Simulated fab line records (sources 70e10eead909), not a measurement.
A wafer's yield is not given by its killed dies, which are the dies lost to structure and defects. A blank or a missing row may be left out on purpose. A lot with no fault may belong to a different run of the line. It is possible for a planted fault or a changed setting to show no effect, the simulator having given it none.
fab line records	flow nand_harc
[record] lots = 5	wafers = 15	last_day = 24
route steps=1159 shown THIN_TSV@1113 END@1159
lots that met no fault: taken from a fault-free run of the same line
start_h: start of the lot's first displayed wafer, in hours after the record's first day	wait_h: hours since the lot's step before	" repeats the value in the row above	L1.1+2: a row that stands for several wafers	- no value, or no start given	* or withheld: withheld	< > ~ a bound
route shown NAME@n: NAME is a module with steps in the file, n the number in the route of the first one	usual: mean/standard deviation of fault-free wafers	same: alike in all rows	chamber/n: place in a boat	sites: each site's reading	_std_site: the values' standard deviation	_edge_site: the outer-site mean with the inner-site mean subtracted	radius_mm: for every site, how far away it sits from the centre of the wafer	mask NAME#n: copy n	behind: tool/chamber where the wafer was last shaped	hold: what put the lot on hold/how long, in hours/how the hold closed	device: the n, p or np transistor that did not switch	end of line: the route-end tests of the same wafers	a step with no rows: only its recipe	killed: dies that structure and defects cost at the first sort, which is not the same as the wafer's yield	map: a wafer's dies, marking killed ones x, the rest . and places with no die _
set.NAME: setting as actually run; set.NAME@STEP: the setting as run at that earlier step	model.NAME: the simulator's own value behind a step, which no gauge read
a table for each step, a row for each wafer; lots at some steps of the route
services: when a tool's chamber went out of use (start_h, in hours from the record's first day, below 0 if earlier), for how many hours, and the reason
[[steps]]
[step NHARC_THIN_TSV_EXPOSE_09]
[recipe] na = 0.55	dose_mj = 30.7	mask_id = TSV
[step NHARC_THIN_TSV_PEB_10]
[recipe] peb_temp_c = 118	peb_time_s = 85
[step NHARC_THIN_TSV_DEVELOP_11]
[recipe] time_s = 70
[step NHARC_THIN_TSV_CD_MEAS_12]
[recipe] target_cd_nm = 1000	landing_energy_ev = 500
[usual] cd_nm = 1000.2/1.6
lot.wafer	tool	chamber	start_h	wait_h	cd_nm
L956.1	cd_sem-02	0	439.79	-	999.7
L956.3	"	0	"	"	1002.9
L956.4	"	0	"	"	999.3
L958.1	cd_sem-03	0	471.37	-	1000.8
L958.4	"	0	"	"	1000.4
L958.5	"	0	"	"	1001.3
L964.1	cd_sem-03	0	501.33	-	999.3
L964.3	"	0	"	"	1003.6
L964.4	"	0	"	"	1001.9
L966.1	cd_sem-02	0	528.13	-	1000.5
L966.3	"	0	"	"	1001.7
L966.4	"	0	"	"	1002.0
L972.1	cd_sem-02	0	547.16	-	998.7
L972.2	"	0	"	"	999.9
L972.4	"	0	"	"	1001.5
[step NHARC_THIN_TSV_HARDBAKE_13]
[recipe] temp_c = 125	time_s = 80
[step NHARC_THIN_TSV_DESCUM_14]
[recipe] time_s = 3	o2_flow_sccm = 200	ar_flow_sccm = 0	bias_power_w = 0	chemistry = O2
[step NHARC_THIN_TSV_ETCH_44]
[recipe] target_depth_a = 15942	time_s = 797.1	cf4_flow_sccm = 150	o2_flow_sccm = 10	ar_flow_sccm = 0	rf_w = 300	bias_w = 800	chemistry = CF4/O2
[usual] drypump_motor_current_A = 5.6/0.45	oes_product_au = 0.999/0.01	rf_vpp_V = 791/4.3	showerhead_plenum_p_Torr = 1.78/0.066	throttle_valve_pct = 16.915/0.01
lot.wafer	tool	chamber	start_h	wait_h	drypump_motor_current_A	oes_product_au	rf_hours_counter_h	rf_vpp_V	showerhead_plenum_p_Torr	throttle_valve_pct
L956.1	rie_diel-04	1	440.06	0.1	5.1	0.998	19	792	1.78	16.914
L956.3	"	3	"	"	6.4	1.001	18	787	1.72	16.923
L956.4	"	3	"	"	6.3	0.998	-	788	1.72	16.909
L958.4	rie_diel-12	0	471.61	0.1	5.5	1.006	7	790	1.76	16.900
L958.1	"	1	"	"	5.8	0.990	6	794	1.80	16.925
L958.5	"	1	"	"	5.8	0.988	-	793	1.80	16.906
L964.4	rie_diel-04	0	501.58	0.1	5.9	0.997	3	798	1.92	16.914
L964.3	"	1	"	"	5.1	1.009	3	791	1.78	16.923
L964.1	"	2	"	"	5.7	0.988	3	788	1.71	16.919
L966.1	rie_diel-12	0	528.37	0.1	5.5	1.017	12	790	1.75	16.914
L966.3	"	2	"	"	5.3	0.989	11	788	1.72	16.914
L966.4	"	3	"	"	5.0	1.010	10	795	1.81	16.929
L972.4	rie_diel-12	3	547.40	0.1	5.0	1.004	11	794	1.81	16.915
L972.1	"	0	"	"	5.5	0.997	13	790	1.75	16.909
L972.2	"	2	"	"	5.3	0.984	12	789	1.72	16.914
[step NHARC_THIN_TSV_ETCH_15]
[recipe] target_depth_a = 30000	bosch_target_overetch_cycles = 2	bosch_etch_step_s = 2.8	bosch_dep_step_s = 1.2	bosch_cycles = 14
[usual] drypump_motor_current_A = 5.7/0.41
[same] bosch_dep_step_s = 1.2
lot.wafer	tool	chamber	start_h	wait_h	drypump_motor_current_A	rf_hours_counter_h
L956.3	rie_si-05	2	440.74	-	5.7	0.2
L956.4	"	3	"	"	5.4	0.2
L956.1	"	1	"	"	5.8	0.2
L958.1	rie_si-06	2	472.21	-	5.5	0.9
L958.4	"	3	"	"	5.6	-
L958.5	"	2	"	"	5.5	-
L964.3	rie_si-06	0	502.15	-	6.3	1.3
L964.4	"	1	"	"	4.7	0.8
L964.1	"	2	"	"	5.5	1.3
L966.1	rie_si-01	2	528.95	-	5.6	0.3
L966.4	"	3	"	"	5.6	0.4
L966.3	"	0	"	"	5.4	0.4
L972.1	rie_si-05	2	547.98	-	5.7	1.1
L972.2	"	3	"	"	5.4	1.1
L972.4	"	0	"	"	5.8	1.0
[step NHARC_THIN_TSV_CD_MEAS_16]
[usual] cd_nm = 1000.2/1.7
lot.wafer	tool	chamber	start_h	wait_h	cd_nm
L956.1	cd_sem-03	-	440.89	0.1	998.9
L956.3	"	-	"	"	1003.1
L956.4	"	-	"	"	999.2
L958.1	cd_sem-03	-	472.35	0.1	1000.4
L958.4	"	-	"	"	1000.9
L958.5	"	-	"	"	1000.7
L964.1	cd_sem-02	-	502.29	0.1	999.2
L964.3	"	-	"	"	1003.2
L964.4	"	-	"	"	1002.0
L966.1	cd_sem-02	-	529.08	0.1	1000.0
L966.3	"	-	"	"	1002.1
L966.4	"	-	"	"	1001.0
L972.1	cd_sem-02	-	548.11	0.1	997.7
L972.2	"	-	"	"	999.1
L972.4	"	-	"	"	1000.6
[step NHARC_THIN_TSV_STRIP_45]
[recipe] power_w = 1500	temp_c = 250	chemistry = O2
[usual] drypump_motor_current_A = 5.7/0.33	heater_power_w = 358/40
lot.wafer	tool	chamber	start_h	wait_h	drypump_motor_current_A	heater_power_w	rf_hours_counter_h
L956.1	plasma_asher-02	0	441.01	0.1	6.0	419	18
L956.3	"	1	"	"	5.3	343	-
L956.4	"	0	"	"	6.0	417	-
L958.1	plasma_asher-02	0	472.47	0.1	6.0	428	32
L958.4	"	1	"	"	5.3	336	-
L958.5	"	1	"	"	5.3	330	-
L964.1	plasma_asher-01	0	502.37	0.1	6.0	330	12
L964.3	"	0	"	"	6.0	317	-
L964.4	"	1	"	"	5.4	320	-
L966.1	plasma_asher-02	0	529.21	0.1	6.0	419	51
L966.3	"	1	"	"	5.3	334	-
L966.4	"	0	"	"	6.0	419	-
L972.2	plasma_asher-01	0	548.19	0.1	6.0	321	32
L972.1	"	1	"	"	5.5	333	32
L972.4	"	1	"	"	5.5	327	-
[step NHARC_THIN_TSV_STRIP_46]
[recipe] time_s = 1200	temp_c = 72.5	chemistry = post_etch_residue_remover
[step NHARC_THIN_TSV_DEP_47]
[recipe] target_thk_a = 2000	temp_c = withheld	pressure_torr = 6.5	rf_w = 900	teos_flow_sccm = 161.4	flow_sccm = 2650	target_thk_nm = 200	gas = O2	material = SiO2
[usual] mfc_precursor_sccm = 161.4/0.46	showerhead_vpp_V = 1878/98	throttle_valve_pct = 15.8/0.53
lot.wafer	tool	chamber	start_h	wait_h	mfc_precursor_sccm	showerhead_vpp_V	throttle_valve_pct
L956.3	pecvd-03	2	441.76	-	161.8	1815	15.9
L956.1	"	0	"	"	160.8	1773	15.5
L956.4	"	1	"	"	161.5	1667	15.7
L958.1	pecvd-04	1	473.27	-	160.9	1882	16.6
L958.5	"	0	"	"	161.9	1779	16.3
L958.4	"	1	"	"	161.4	1893	16.8
L964.1	pecvd-01	0	503.35	-	161.7	1891	16.4
L964.3	"	1	"	"	161.5	2015	15.7
L964.4	"	1	"	"	161.5	2001	15.4
L966.3	pecvd-04	0	529.96	-	162.4	1740	16.5
L966.1	"	2	"	"	160.8	1897	15.3
L966.4	"	0	"	"	161.7	1731	16.3
L972.1	pecvd-01	0	548.98	-	160.6	1866	16.8
L972.2	"	2	"	"	161.1	1907	15.6
L972.4	"	2	"	"	160.8	1902	15.3
[step NHARC_THIN_TSV_ETCHBACK_48]
[recipe] target_depth_a = 10285	over_etch_frac = 0.3	time_s = 405.17	ion_energy_ev = 250	c4f8_flow_sccm = withheld	ar_flow_sccm = withheld	rf_w = 600	bias_w = 300	chemistry = C4F8/Ar
[usual] oes_product_au = 0.937/0.03	over_etch_frac = 0.3/0	rf_vpp_V = 544.6/2.8
lot.wafer	tool	chamber	start_h	wait_h	oes_product_au	over_etch_frac	rf_hours_counter_h	rf_vpp_V
L956.1	rie_diel-04	1	442.21	-	0.909	0.3	20	545.3
L956.3	"	2	"	"	0.929	0.3	19	542.3
L956.4	"	2	"	"	0.933	0.3	-	541.6
L958.4	rie_diel-09	0	473.66	-	0.915	0.3	2	543.5
L958.1	"	2	"	"	0.917	0.3	2	542.9
L958.5	"	0	"	"	0.915	0.3	-	544.7
L964.1	rie_diel-09	0	503.71	-	0.985	0.26939	2	543.8
L964.4	"	1	"	"	0.983	0.3	3	549.2
L964.3	"	3	"	"	0.988	0.3	3	544.8
L966.1	rie_diel-12	2	530.39	-	0.910	0.3	11	541.9
L966.4	"	3	"	"	0.928	0.3	10	545.6
L966.3	"	0	"	"	0.936	0.3	12	545.0
L972.2	rie_diel-04	3	549.52	0.4	0.949	0.3	8	541.1
L972.4	"	0	"	"	0.912	0.3	8	550.8
L972.1	"	2	"	"	0.910	0.3	8	543.1
[step NHARC_THIN_TSV_STRIP_62]
[recipe] power_w = 1500	temp_c = 250	time_s = 20	chemistry = N2/H2
[usual] drypump_motor_current_A = 5.7/0.31	heater_power_w = 347/34
lot.wafer	tool	chamber	start_h	wait_h	drypump_motor_current_A	heater_power_w	rf_hours_counter_h
L956.1	plasma_asher-02	1	442.62	-	5.3	337	19
L956.4	"	0	"	"	6.0	413	-
L956.3	"	1	"	"	5.3	337	-
L958.1	plasma_asher-01	1	473.99	-	5.4	329	4
L958.4	"	0	"	"	6.0	326	-
L958.5	"	0	"	"	6.0	316	-
L964.1	plasma_asher-01	1	504.06	-	5.4	331	13
L964.4	"	1	"	"	5.4	330	-
L964.3	"	0	"	"	6.0	327	-
L966.1	plasma_asher-01	0	530.73	-	6.0	328	23
L966.3	"	1	"	"	5.4	329	-
L966.4	"	0	"	"	6.0	332	-
L972.2	plasma_asher-01	1	549.88	-	5.4	329	32
L972.1	"	0	"	"	6.0	320	32
L972.4	"	1	"	"	5.5	330	-
[step NHARC_END_SORT_01]
[recipe] temp_c = 25
[usual] defect_limited_yield = 96.2/1.3	killed_at_array = 21/8.9	killed_at_other = 0.8/1.3	killed_at_periphery = 3.6/2.4	killed_dies = 26/8.9	killed_open = 3.1/1.8	killed_short = 1.9/1.3	sort_bin_2_pct = 1.2/0.54	sort_bin_3_pct = 0.21/0.17	sort_bin_4_pct = 2.4/0.91	sort_n_pass = 651/8.9	sort_rim_yield_pct = 95.0/2.8	sort_yield_pct = 96.2/1.3
[same] gross_dies = 677	sort_bin_5_pct[%] = 0	sort_bin_6_pct[%] = 0	sort_bin_7_pct[%] = 0	sort_bin_8_pct[%] = 0	sort_rim_n_gross = 106.00
lot.wafer	tool	chamber	start_h	wait_h	defect_limited_yield[%]	killed_at_array	killed_at_other	killed_at_periphery	killed_dies	killed_open	killed_short	sort_bin_2_pct[%]	sort_bin_3_pct[%]	sort_bin_4_pct[%]	sort_n_pass	sort_rim_yield_pct[%]	sort_yield_pct[%]
L972.1	prober-02	0	566.59	2.5	96.9	15	0	6	21	1	1	0.6	0	2.5	656	97.2	96.9
L972.2	prober-02	0	567.39	2.8	96.3	18	0	7	25	2	2	1.0	0	2.7	652	95.3	96.3
L972.4	prober-02	0	568.98	3.4	96.5	20	2	2	24	4	1	1.5	0.15	1.9	653	95.3	96.5
// killed by level:class
L972.1 A_M1:chamber_film_flake=4 P_GATE:chamber_film_flake=3 A_CHANNEL_HOLE_D1:chamber_film_flake=3 A_STAIRCASE:chamber_film_flake=3 A_CONTACT:chamber_film_flake=3 P_ZERO_WELL:chamber_film_flake=2 P_M0:geometric_particle:short=1 A_CONTACT:geometric_particle:open=1
L972.2 A_CONTACT:chamber_film_flake=5 P_ZERO_WELL:chamber_film_flake=4 A_CHANNEL_HOLE_D1:chamber_film_flake=4 A_ZERO_WELL:chamber_film_flake=2 A_STAIRCASE:chamber_film_flake=2 A_ONON_D1:geometric_particle:short=1 A_ONON_D1:geometric_particle:open=1 A_WL_FILL:geometric_particle:short=1
L972.4 A_CONTACT:chamber_film_flake=7 A_M1:chamber_film_flake=6 STARTING-WAFER:geometric_particle:open=2 A_CHANNEL_HOLE_D1:chamber_film_flake=2 A_CHANNEL_FILL_D1:chamber_film_flake=2 P_STI:geometric_particle:open=1 A_CHANNEL_HOLE_D1:geometric_particle:short=1 A_CONTACT:geometric_particle:open=1
[[services]]
tool	chamber	start_h	hours	kind
pecvd-01	-	418.13	13.0	pm
rie_diel-04	3	418.59	6.9	repair
rie_diel-09	1	426.32	7.5	repair
rie_diel-09	-	431.10	9.0	pm
rie_diel-04	0	436.96	6.9	repair
pecvd-04	-	452.11	0.3	repair
plasma_asher-01	-	453.23	9.0	pm
plasma_asher-01	0	453.23	9.0	vent_cycle
plasma_asher-01	1	453.23	9.0	vent_cycle
plasma_asher-01	0	462.23	-	clean
plasma_asher-01	1	462.23	-	clean
rie_si-06	1	465.68	17.6	repair
rie_diel-04	-	465.98	9.0	pm
pecvd-03	-	473.19	13.0	pm
pecvd-01	1	473.60	7.0	repair
pecvd-04	-	473.98	2.5	repair
rie_diel-12	3	474.21	19.8	repair
rie_diel-09	0	476.91	8.3	repair
rie_si-01	-	481.00	9.0	pm
rie_diel-04	-	500.12	0.5	repair
pecvd-04	2	505.81	3.4	repair
rie_si-06	-	537.00	9.0	pm
plasma_asher-02	-	537.76	9.0	pm
pecvd-01	1	546.35	5.2	repair
[[key]]
[first_sign] step = NHARC_THIN_TSV_ETCHBACK_48	reading = over_etch_frac	direction = down	sigmas = 99+	usual = 0.3	struck = 0.26939
effect none on later readings
met_at NHARC_THIN_TSV_ETCHBACK_48
struck_wafers L964.1
onset_between 473.66 503.71
[fault] kind = process_parameter_drift	tool = rie_diel-09	chamber = 0	onset_h = 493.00	steps = NHARC_THIN_TSV_ETCHBACK_48	channel = over_etch_frac	offset = -0.030606	shape = step	acts_in = these_recipes_only	stated = 0.3
